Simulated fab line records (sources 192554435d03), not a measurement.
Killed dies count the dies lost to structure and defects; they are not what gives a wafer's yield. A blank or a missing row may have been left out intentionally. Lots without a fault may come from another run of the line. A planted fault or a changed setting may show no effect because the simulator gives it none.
Which of the tools did it? / flow n5-finfet / 25 wafers from 9 lots sampled at 4 of the route's 1938 steps

== WHAT THE GAUGES READ, wafer by wafer ==
N5_PMOS_HMC_CHANNEL_EPI_THK_MEAS_22.
lot=L363; measured=day 2 03:00; on=film-metro-02; HMC_CMP_THK (nm)=51.7 53.4 54.0
lot=L366; measured=day 2 20:26; on=film-metro-01; HMC_CMP_THK (nm)=52.6 54.1 52.1
lot=L371; measured=day 4 01:36; on=film-metro-02; HMC_CMP_THK (nm)=56.8 53.8
lot=L376; measured=day 5 07:56; on=film-metro-01; HMC_CMP_THK (nm)=56.6 57.9 53.8
lot=L378; measured=day 5 19:47; on=film-metro-01; HMC_CMP_THK (nm)=54.3 53.6 54.1
lot=L380; measured=day 6 07:34; on=film-metro-01; HMC_CMP_THK (nm)=54.9 53.9 55.0
lot=L381; measured=day 6 13:23; on=film-metro-01; HMC_CMP_THK (nm)=54.3 54.9 54.5
lot=L384; measured=day 7 08:24; on=film-metro-01; HMC_CMP_THK (nm)=53.9 53.9 54.1
lot=L385; measured=day 7 13:38; on=film-metro-02; HMC_CMP_THK (nm)=54.1 54.7

== TOOL THAT RAN EACH LOT (tool first, then ch and the chambers of the sampled wafers, then the start) ==
lot=L363; N5_PMOS_HMC_CHANNEL_EPI_DESCUM_14=rie-diel-05 ch 0,3, day 1 23:29; N5_PMOS_HMC_CHANNEL_EPI_ETCH_38=rie-si-05 ch 0,2, day 2 00:08; N5_PMOS_HMC_CHANNEL_EPI_FIN_RECESS_16=rie-si-05 ch 0,2, day 2 00:09
lot=L366; N5_PMOS_HMC_CHANNEL_EPI_DESCUM_14=rie-diel-06 ch 0,1, day 2 17:50; N5_PMOS_HMC_CHANNEL_EPI_ETCH_38=rie-si-05 ch 0,3, day 2 18:29; N5_PMOS_HMC_CHANNEL_EPI_FIN_RECESS_16=rie-si-05 ch 0,3, day 2 18:31
lot=L371; N5_PMOS_HMC_CHANNEL_EPI_DESCUM_14=rie-diel-01 ch 1,2, day 3 23:08; N5_PMOS_HMC_CHANNEL_EPI_ETCH_38=rie-si-05 ch 1,2, day 3 23:46; N5_PMOS_HMC_CHANNEL_EPI_FIN_RECESS_16=rie-si-05 ch 1,2, day 3 23:47
lot=L376; N5_PMOS_HMC_CHANNEL_EPI_DESCUM_14=rie-diel-01 ch 1,2, day 5 05:40; N5_PMOS_HMC_CHANNEL_EPI_ETCH_38=rie-si-05 ch 1,2,3, day 5 06:06; N5_PMOS_HMC_CHANNEL_EPI_FIN_RECESS_16=rie-si-05 ch 1,2,3, day 5 06:07
lot=L378; N5_PMOS_HMC_CHANNEL_EPI_DESCUM_14=rie-diel-05 ch 1,2,3, day 5 17:31; N5_PMOS_HMC_CHANNEL_EPI_ETCH_38=rie-si-01 ch 1,2,3, day 5 17:57; N5_PMOS_HMC_CHANNEL_EPI_FIN_RECESS_16=rie-si-01 ch 1,2,3, day 5 17:58
lot=L380; N5_PMOS_HMC_CHANNEL_EPI_DESCUM_14=rie-diel-06 ch 1,2, day 6 05:16; N5_PMOS_HMC_CHANNEL_EPI_ETCH_38=rie-si-01 ch 0,2,3, day 6 05:43; N5_PMOS_HMC_CHANNEL_EPI_FIN_RECESS_16=rie-si-01 ch 0,2,3, day 6 05:45
lot=L381; N5_PMOS_HMC_CHANNEL_EPI_DESCUM_14=rie-diel-05 ch 2,3, day 6 11:07; N5_PMOS_HMC_CHANNEL_EPI_ETCH_38=rie-si-06 ch 0,3, day 6 11:34; N5_PMOS_HMC_CHANNEL_EPI_FIN_RECESS_16=rie-si-06 ch 0,3, day 6 11:35
lot=L384; N5_PMOS_HMC_CHANNEL_EPI_DESCUM_14=rie-diel-05 ch 0,1,3, day 7 06:08; N5_PMOS_HMC_CHANNEL_EPI_ETCH_38=rie-si-01 ch 0,3, day 7 06:34; N5_PMOS_HMC_CHANNEL_EPI_FIN_RECESS_16=rie-si-01 ch 0,3, day 7 06:35
lot=L385; N5_PMOS_HMC_CHANNEL_EPI_DESCUM_14=rie-diel-05 ch 1,3, day 7 11:22; N5_PMOS_HMC_CHANNEL_EPI_ETCH_38=rie-si-01 ch 0,1, day 7 11:48; N5_PMOS_HMC_CHANNEL_EPI_FIN_RECESS_16=rie-si-01 ch 0,1, day 7 11:49
- N5_PMOS_HMC_CHANNEL_EPI_DESCUM_14: chemistry O2, time 7.9 s.
- N5_PMOS_HMC_CHANNEL_EPI_ETCH_38: etches SiO2 in CF4, target depth 1.5 nm.
- N5_PMOS_HMC_CHANNEL_EPI_FIN_RECESS_16: chemistry HBr/Cl2, target Si, target depth 54 nm, time 18 s.

== THE ANSWER, worked out from the rows above alone ==
Rule: the lots themselves supply what counts as usual. Put in order of their means at a reading, lots are off if they are a third of the lots or fewer, leave a main group of 4 or more, and stand apart from it by a gap of 3 or more times the standard deviation of the main group's means; of several such gaps the widest counts. Not used: any main group whose means are identical at the precision the tables above print for the reading. A lot without any number at a reading at which 4 lots or more have one is off too. The other lots that the step has rows for count as sound.
No lot is off on any of the readings shown, so nothing can be concluded from this.

== WHAT THE SIMULATOR HAD PUT IN ==
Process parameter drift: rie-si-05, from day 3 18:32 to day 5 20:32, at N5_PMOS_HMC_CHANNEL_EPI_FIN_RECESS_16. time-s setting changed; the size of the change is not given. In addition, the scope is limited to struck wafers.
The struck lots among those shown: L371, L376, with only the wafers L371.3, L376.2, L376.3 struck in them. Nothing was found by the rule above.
